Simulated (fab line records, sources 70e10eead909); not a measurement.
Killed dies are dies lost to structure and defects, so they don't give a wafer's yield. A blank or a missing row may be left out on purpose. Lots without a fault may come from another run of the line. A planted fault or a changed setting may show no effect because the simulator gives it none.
Which tool did it? | flow nand_harc | 13 lots, 39 wafers sampled, at 6 steps of a route of 1159

WHAT THE GAUGES READ, wafer by wafer
NHARC_P_BONDPAD_INSPECT_23. Usual: raw_defect_count 327, standard deviation 120.
lot  | measured     | on                | raw_defect_count | flag
L379 | day 6 16:59  | defect_inspect-02 | 334 402 382      |
L381 | day 7 05:04  | defect_inspect-01 | 396 337 229      |
L380 | day 7 08:10  | defect_inspect-02 | 297 310 362      |
L382 | day 7 09:20  | defect_inspect-01 | 265 289 349      |
L383 | day 7 22:40  | defect_inspect-01 | 263 229 349      |
L385 | day 8 03:25  | defect_inspect-01 | 224 320 206      |
L388 | day 8 21:28  | defect_inspect-02 | 495 647 890      |
L387 | day 8 23:56  | defect_inspect-02 | 511 709 232      |
L392 | day 10 06:42 | defect_inspect-01 | 207 216 360      |
L395 | day 10 17:18 | defect_inspect-02 | 332 339 338      |
L397 | day 11 17:07 | defect_inspect-01 | 286 377 286      |
L399 | day 11 20:04 | defect_inspect-02 | 165 313 380      |
L401 | day 12 09:19 | defect_inspect-01 | 295 315 218      |

NHARC_A_START_INSPECT_01. Usual: raw_defect_count 3.5, standard deviation 1.8.
lot  | measured     | on                | raw_defect_count | flag
L379 | day 6 17:27  | defect_inspect-01 | 2 1 4            |
L381 | day 7 05:32  | defect_inspect-02 | 2 2 6            |
L380 | day 7 08:38  | defect_inspect-02 | 8 5 4            |
L382 | day 7 09:48  | defect_inspect-02 | 0 1 2            |
L383 | day 7 23:08  | defect_inspect-01 | 4 5 5            |
L385 | day 8 03:53  | defect_inspect-01 | 5 4 3            |
L388 | day 8 21:56  | defect_inspect-01 | 4 1 6            |
L387 | day 9 00:25  | defect_inspect-02 | 2 2 5            |
L392 | day 10 07:11 | defect_inspect-01 | 1 3 3            |
L395 | day 10 17:47 | defect_inspect-02 | 1 3 4            |
L397 | day 11 17:35 | defect_inspect-02 | 1 1 3            |
L399 | day 11 20:33 | defect_inspect-01 | 4 5 3            |
L401 | day 12 09:47 | defect_inspect-02 | 0 4 4            |

NHARC_A_ONON_D1_THK_MEAS_30: measures by ellipsometry. Usual: thk_nm 1000 nm, standard deviation 9.3.
lot  | measured     | on            | thk_nm (nm)    | flag
L379 | day 8 07:58  | film_metro-01 | 998 996 995    |
L381 | day 8 16:39  | film_metro-01 | 986 985 986    |
L380 | day 8 16:44  | film_metro-01 | 1009 1010 1010 |
L382 | day 9 01:12  | film_metro-01 | 1014 1014 1013 |
L383 | day 9 10:23  | film_metro-01 | 1012 1010 1010 |
L385 | day 9 17:17  | film_metro-01 | 976 976 975    |
L388 | day 10 08:21 | film_metro-01 | 994 993 994    |
L387 | day 10 08:23 | film_metro-01 | 1591 1593 1592 | OFF
L392 | day 11 18:00 | film_metro-01 | 1594 1592 1593 | OFF
L395 | day 12 02:49 | film_metro-01 | 1003 1004 1005 |
L397 | day 13 03:31 | film_metro-01 | 1003 1002 1004 |
L399 | day 13 08:20 | film_metro-01 | 1006 1009 1008 |
L401 | day 14 07:00 | film_metro-01 | 1000 1002 1001 |

NHARC_END_SORT_01. Usual: killed_at_array 24, standard deviation 8.7; killed_at_other 0.8, standard deviation 1.2; killed_at_periphery 3.6, standard deviation 2.3; killed_dies 28, standard deviation 8.9; killed_open 3.2, standard deviation 1.9; killed_short 2.0, standard deviation 1.6.
lot  | measured     | on        | killed_at_array | killed_at_other | killed_at_periphery | killed_dies | killed_open | killed_short | flag
L387 | day 22 14:58 | prober-02 | 667 672 667     | 4 2 3           | 6 3 7               | 677 677 677 | 5 5 2       | 3 2 2        | OFF
L392 | day 24 01:56 | prober-01 | 676 675 674     | 1 1 0           | 0 1 3               | 677 677 677 | 1 3 8       | 0 0 1        | OFF

WHICH TOOL RAN EACH LOT (tool, then ch and the chambers of the sampled wafers, then the start)
lot  | NHARC_A_ZERO_WELL_DESCUM_12        | NHARC_A_ONON_D1_DEP_28
L379 | rie_diel-12 ch 2,3, day 6 18:19    | pecvd_onon-01 ch 0, day 8 07:31
L381 | rie_diel-02 ch 2,3, day 7 06:32    | pecvd_onon-03 ch 0, day 8 16:12
L380 | rie_diel-12 ch 0,1, day 7 09:38    | pecvd_onon-01 ch 0, day 8 16:11
L382 | rie_diel-12 ch 0,2,3, day 7 10:49  | pecvd_onon-02 ch 0, day 9 00:41
L383 | rie_diel-01 ch 0,1,3, day 8 00:09  | pecvd_onon-02 ch 0, day 9 09:52
L385 | rie_diel-01 ch 1,2, day 8 04:53    | pecvd_onon-03 ch 0, day 9 16:50
L388 | rie_diel-12 ch 1,3, day 8 22:57    | pecvd_onon-03 ch 0, day 10 07:51
L387 | rie_diel-02 ch 1,2,3, day 9 01:17  | pecvd_onon-02 ch 0, day 10 07:56
L392 | rie_diel-12 ch 0,2,3, day 10 08:12 | pecvd_onon-02 ch 0, day 11 17:28
L395 | rie_diel-01 ch 0,2,3, day 10 18:48 | pecvd_onon-03 ch 0, day 12 02:19
L397 | rie_diel-01 ch 0,1,2, day 11 18:27 | pecvd_onon-03 ch 0, day 13 03:03
L399 | rie_diel-02 ch 0,1,3, day 11 21:34 | pecvd_onon-01 ch 0, day 13 07:49
L401 | rie_diel-02 ch 0,1, day 12 10:47   | pecvd_onon-02 ch 0, day 14 06:33
- NHARC_A_ZERO_WELL_DESCUM_12: chemistry O2, time 3 s.
- NHARC_A_ONON_D1_DEP_28: target thk 1000 nm.

WHAT THE TOOLS THEMSELVES READ (means of the sampled wafers that have a number; where no wafer has one, the mark that the record gives instead)
NHARC_A_ZERO_WELL_DESCUM_12. Usual: drypump_motor_current_A 5.8 A, standard deviation 0.35; oes_product_au 0.994 a.u., standard deviation 0.013; rf_vpp_V 57.9 V, standard deviation 0.88; showerhead_plenum_p_Torr 1.94 Torr, standard deviation 0.077; throttle_valve_pct 11.312 %, standard deviation 0.0088.
lot  | tool        | drypump_motor_current_A (A) | oes_product_au (a.u.) | rf_vpp_V (V) | showerhead_plenum_p_Torr (Torr) | throttle_valve_pct (%) | flag
L379 | rie_diel-12 | 5.2                         | 0.980                 | 58.3         | 1.81                            | 11.307                 |
L381 | rie_diel-02 | 5.8                         | 0.993                 | 57.3         | 1.97                            | 11.320                 |
L380 | rie_diel-12 | 5.7                         | 0.994                 | 58.5         | 1.92                            | 11.310                 |
L382 | rie_diel-12 | 5.5                         | 0.991                 | 58.2         | 1.86                            | 11.320                 |
L383 | rie_diel-01 | 5.8                         | 0.995                 | 58.0         | 1.96                            | 11.315                 |
L385 | rie_diel-01 | 5.8                         | 0.984                 | 58.2         | 2.01                            | 11.318                 |
L388 | rie_diel-12 | 5.3                         | 0.990                 | 57.2         | 1.83                            | 11.308                 |
L387 | rie_diel-02 | 6.1                         | 0.995                 | 58.1         | 1.94                            | 11.303                 |
L392 | rie_diel-12 | 5.5                         | 0.995                 | 57.5         | 1.86                            | 11.313                 |
L395 | rie_diel-01 | 6.0                         | 0.988                 | 58.3         | 1.98                            | 11.306                 |
L397 | rie_diel-01 | 5.8                         | 0.993                 | 59.0         | 2.00                            | 11.316                 |
L399 | rie_diel-02 | 6.0                         | 1.001                 | 57.3         | 1.94                            | 11.323                 |
L401 | rie_diel-02 | 6.0                         | 1.006                 | 58.3         | 1.97                            | 11.328                 |

THE ANSWER, worked out from the rows above alone
Rule: a lot is off if the mean of its wafers that have a number lies more than 3 standard deviations from the usual mean. A lot without any number at a reading at which 4 lots or more have one is off too. The other lots that the step has rows for count as sound. The gauges are gone through in route order, then the tools' own readings, and for those a lot's mean is taken as printed above. The first step at which some lot is off is used, and at that step the reading that is off furthest; a lot without a number counts as furthest.
Off: L387, L392, at NHARC_A_ONON_D1_THK_MEAS_30 (thk_nm).
A tool fits if, at a process step before that reading, it ran every lot that is off, and no sound lot after the first of them. The gauges at NHARC_A_ONON_D1_THK_MEAS_30 aren't tried: what is off there is off at NHARC_END_SORT_01 too, on other tools, and a gauge's error can't cause that. None of those tried fits.

WHAT THE SIMULATOR HAD PUT IN
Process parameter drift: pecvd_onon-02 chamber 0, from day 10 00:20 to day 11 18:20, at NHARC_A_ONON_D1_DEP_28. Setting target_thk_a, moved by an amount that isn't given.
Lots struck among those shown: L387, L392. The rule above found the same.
